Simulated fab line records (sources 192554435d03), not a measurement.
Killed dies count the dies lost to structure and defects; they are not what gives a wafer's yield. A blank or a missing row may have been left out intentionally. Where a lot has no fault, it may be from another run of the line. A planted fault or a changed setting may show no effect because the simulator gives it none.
A struck lot beside a sound one | flow n5 finfet | 16 out of 1938 route steps
Sound: the wafers L256.1, L256.3. Struck: wafers L246.4, L246.5, L246.6. At the end, the cause is stated.
Each step with rows lists, per side, the tool, then ch with its chambers, then its first start. Under that, the readings that differ: sound wafers | struck wafers | difference of the means | sigmas: that difference in standard deviations of wafers without a fault.
alike: readings whose means differ by less than 2 such deviations, and words and numbers that are the same on both sides. not compared: withheld readings, readings that some wafer has no value for, bounds like >300 that may hide the same value, and numbers for which the record gives no deviation and whose values overlap.
The two part at a step that has a row with sigmas, a row that says differs or no value, or rows on one side only. When numbers do not overlap yet have no deviation, they are printed without sigmas and do not part them. A reading missing from all wafers of one side parts the sides only when that side holds two or more wafers.

first, 4 steps without rows for these wafers: N5_BEOL_M4_SOFTBAKE_23 (time 60 s); N5_BEOL_M4_EXPOSE_25 (exposes mask V3, defocus 5 nm); N5_BEOL_M4_PEB_26 (peb time 60 s); N5_BEOL_M4_DEVELOP_27 (develop time 30 s).
N5_BEOL_M4_CD_MEAS_28: target cd 26.2 nm, target cd y 24.1 nm.
  sound on cd sem-02 ch 0, day 11 12:04; struck on cd sem-03 ch 0, day 8 15:43
  alike: cd nm
N5_BEOL_M4_OVL_MEAS_29:
  sound on overlay-02 ch 0, day 11 12:05; struck on overlay-01 ch 0, day 8 15:45
  alike: V3_OVL
N5_BEOL_M4_INSPECT_30: inspects for defects (brightfield).
  struck on defect inspect-02, day 8 15:47; sound on defect inspect-02, day 11 12:09
  alike: raw defect count
N5_BEOL_M4_DESCUM_33: chemistry O2, time 7 s.
  sound on rie diel-01 ch 1,2, day 11 12:11; struck on rie diel-01 ch 1,2,3, day 8 15:50
  alike: chamber pressure mTorr, drypump motor current A, oes product au, rf vpp V, showerhead plenum p Torr, throttle valve pct
  not compared: rf hours counter h
N5_BEOL_M4_ETCH_77: etches underlayer in N2/H2, target depth 6.5 nm, time 5.2 s.
  sound on rie diel-01 ch 1,2, day 11 12:13; struck on rie diel-01 ch 1,2,3, day 8 15:52
  alike: chamber pressure mTorr, drypump motor current A, etch rf on time s, oes product au, rf fwd power W, rf vpp V, showerhead plenum p Torr, throttle valve pct
  not compared: rf hours counter h
N5_BEOL_M4_ETCH_69: etches SiARC in CF4, target depth 15.6 nm, time 26 s.
  sound on rie diel-01 ch 1,2, day 11 12:14; struck on rie diel-01 ch 1,2,3, day 8 15:53
  alike: chamber pressure mTorr, drypump motor current A, etch rf on time s, oes product au, rf fwd power W, rf vpp V, showerhead plenum p Torr, throttle valve pct
  not compared: rf hours counter h
N5_BEOL_M4_ALD_98: deposits SiO2, target thk 2.5 nm, pulse time 1 s, co reactant pulse time 1 s.
  sound on ald sin-01 ch 1,2, day 11 12:38; struck on ald sin-01 ch 0,1,2, day 8 15:58
  alike: heater power w, precursor pulse height rel, susceptor temp C
  not compared: since wet clean h
N5_BEOL_M4_ETCHBACK_99: etches SiO2 in CHF3, target depth 5 nm, time 10.4 s.
  sound on rie diel-05 ch 2,3, day 11 15:45; struck on rie diel-01 ch 0,3, day 8 18:03
  reading               | sound     | struck         | difference | sigmas
  oes product au (a.u.) | 0.81 0.93 | 0.76 0.76 0.69 | -0.13      | -2
  alike: chamber pressure mTorr, drypump motor current A, oes_ar_750_au, rf vpp V, showerhead plenum p Torr, throttle valve pct
  not compared: rf hours counter h
N5_BEOL_M4_ETCH_70: etches SOC in N2/H2, target depth 80 nm, overetch 24 nm, time 130 s.
  sound on rie diel-05 ch 2,3, day 11 15:47; struck on rie diel-01 ch 0,3, day 8 18:05
  reading                                    | sound       | struck            | difference | sigmas
  oes product au (a.u.)                      | 0.59 0.69   | 0.57 0.56 0.51    | -0.09      | -2
  rf fwd power W (W)                         | 834.0 837.6 | 630.9 630.1 638.3 | -202.7     | -72
  rf vpp V (V)                               | 524.0 526.1 | 573.3 574.3 568.1 | +46.9      | +19
  model.SiARC_of_BEOL_M4_COAT_68.thk nm (nm) | 5.8 6       | 7 7 6.6           | +1         |
  alike: chamber pressure mTorr, drypump motor current A, showerhead plenum p Torr, throttle valve pct
  not compared: rf hours counter h
then, 1 step without rows for these wafers: N5_BEOL_M4_STRIP_71 (strips in N2/H2).
N5_BEOL_M4_RC_MEAS_101:
  sound on prober-01 ch 0, day 11 21:17; struck on prober-02 ch 0, day 8 23:34
  alike: DIBL_N, DIBL_P, IOFF_N, IOFF_P, ION_N, ION_P, SS_N, SS_P, VT_N, VT_P
then, 1 step without rows for these wafers: N5_PASSIVATION_PROBE_49.

== WHERE THEY PART ==
Earliest at N5_BEOL_M4_ETCHBACK_99; latest, in this record, at N5_BEOL_M4_ETCH_70. Later steps at which nothing parts them and some readings are alike: N5_BEOL_M4_RC_MEAS_101.

WHY: what the simulator had put in
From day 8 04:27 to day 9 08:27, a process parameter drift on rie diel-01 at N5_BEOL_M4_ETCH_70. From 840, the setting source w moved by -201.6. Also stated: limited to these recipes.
